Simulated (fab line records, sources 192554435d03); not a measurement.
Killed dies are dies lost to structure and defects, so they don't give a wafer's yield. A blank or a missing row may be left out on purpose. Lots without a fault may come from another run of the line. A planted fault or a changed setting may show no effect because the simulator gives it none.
Split-lot experiment | flow n5_finfet | 7 lots, 21 wafers read, on a route of 1938 steps

THE SPLIT
At N5_BEOL_M10_ETCH_41 (etches SiCN in CH3F/O2, target depth 42.6 nm, time 86 s), the setting source_w was moved away from the recipe's 395 W on 8 of the 21 wafers read, by -14.5% to +13.1%. The other wafers ran this setting at the recipe's value.

The reading is taken at the split's own step.

THE READING
rf_vpp_V, in V, at N5_BEOL_M10_ETCH_41 (etches SiCN in CH3F/O2, target depth 42.6 nm, time 86 s). Fault-free wafers of this fab line usually give 297.5 V, standard deviation 1.6 V.

wafer  | tool, chamber at the split | source_w as run, W | against the recipe | rf_vpp_V, V | against lot-mates on the recipe
L075.1 | rie_diel-04, 1             | 395                | recipe             | 295.4       | -
L075.3 | rie_diel-04, 0             | 428.3              | +8.4%              | 290.6       | -6.2
L075.4 | rie_diel-04, 3             | 395                | recipe             | 298.2       | -
L078.2 | rie_diel-03, 2             | 419.3              | +6.2%              | 289.2       | -9.8
L078.4 | rie_diel-03, 0             | 395                | recipe             | 299.0       | -
L078.5 | rie_diel-03, 1             | 419.3              | +6.2%              | 290.2       | -8.8
L077.2 | rie_diel-02, 3             | 395                | recipe             | 298.2       | -
L077.3 | rie_diel-02, 2             | 395                | recipe             | 298.9       | -
L077.4 | rie_diel-02, 0             | 395                | recipe             | 296.3       | -
L081.3 | rie_diel-02, 2             | 395                | recipe             | 299.4       | -
L081.4 | rie_diel-02, 1             | 445.5              | +12.8%             | 285.2       | -12.9
L081.6 | rie_diel-02, 1             | 395                | recipe             | 296.8       | -
L079.3 | rie_diel-02, 1             | 395                | recipe             | 296.0       | -
L079.4 | rie_diel-02, 3             | 422.1              | +6.9%              | 290.9       | -5.1
L079.6 | rie_diel-02, 2             | 422.1              | +6.9%              | 291.5       | -4.5
L082.2 | rie_diel-02, 2             | 337.7              | -14.5%             | 315.1       | +18.4
L082.4 | rie_diel-02, 1             | 395                | recipe             | 297.1       | -
L082.5 | rie_diel-02, 1             | 395                | recipe             | 296.4       | -
L088.3 | rie_diel-02, 2             | 395                | recipe             | 297.6       | -
L088.5 | rie_diel-02, 1             | 395                | recipe             | 295.9       | -
L088.6 | rie_diel-02, 0             | 446.8              | +13.1%             | 285.4       | -11.4

THE FIT
A straight line over all 21 wafers: rf_vpp_V changes by -1.04 V for each +1% of source_w; r = -0.97; the points scatter about the line by 1.4 V.
The same after taking each lot's own level away (the mean of its wafers on the recipe; 21 wafers): -1.06 V for each +1%; r = -0.96; scatter 1.8 V.
On that fit, the largest move of source_w shifts the reading by 15 V.
The lots' own levels span 296.00 to 299.00 V, that is 1.9 times the standard deviation above.
So the lot-to-lot level changes the slope little: the two slopes agree.
Check: with one of the wafers moved furthest among these (-14.5%) left out of the fit, the line predicts +13.5 V for it against its lot-mates. It came out at +18.4 V against them.
Tool readings at the split's step, against how far the setting was moved: rf_vpp_V r = -0.97.

OTHER SPLITS ON THESE WAFERS
These wafers also went through other splits before the reading. Each is held against what the fit with the lots' levels taken away leaves over:
other split on the same wafers    | wafers away from the commonest value | r with rf_vpp_V (lot level and that fit taken away)
N5_BEOL_M7_TRENCH_ETCH_37 time_s  | 11                                   | -0.15
N5_BEOL_M7_ETCH_41 source_w       | 7                                    | -0.02
N5_BEOL_M9_COAT_60 spin_rpm       | 6                                    | +0.40
N5_BEOL_M9_COAT_05 spin_rpm       | 10                                   | +0.22
N5_BEOL_M9_EXPOSE_25 dose_mj      | 5                                    | +0.18
N5_BEOL_M10_TRENCH_ETCH_37 bias_w | 7                                    | +0.08

THE WHOLE CHAIN: every reading that the file lists as answering this split, in the file's order
step                | what it does                                            | reading                                                        | change (the file's fit)               | r (the file's)
N5_BEOL_M10_ETCH_41 | etches SiCN in CH3F/O2, target depth 42.6 nm, time 86 s | rf_vpp_V                                                       | -1.03 V for each +1% of the setting   | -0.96
N5_BEOL_M10_ETCH_41 | etches SiCN in CH3F/O2, target depth 42.6 nm, time 86 s | etch.depth_nm (the simulator's own value, which no gauge read) | +0.125 nm for each +1% of the setting | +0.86

THE FILE'S OWN FIT
rf_vpp_V changes by -1.03 V for each +1% of source_w, r = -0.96.
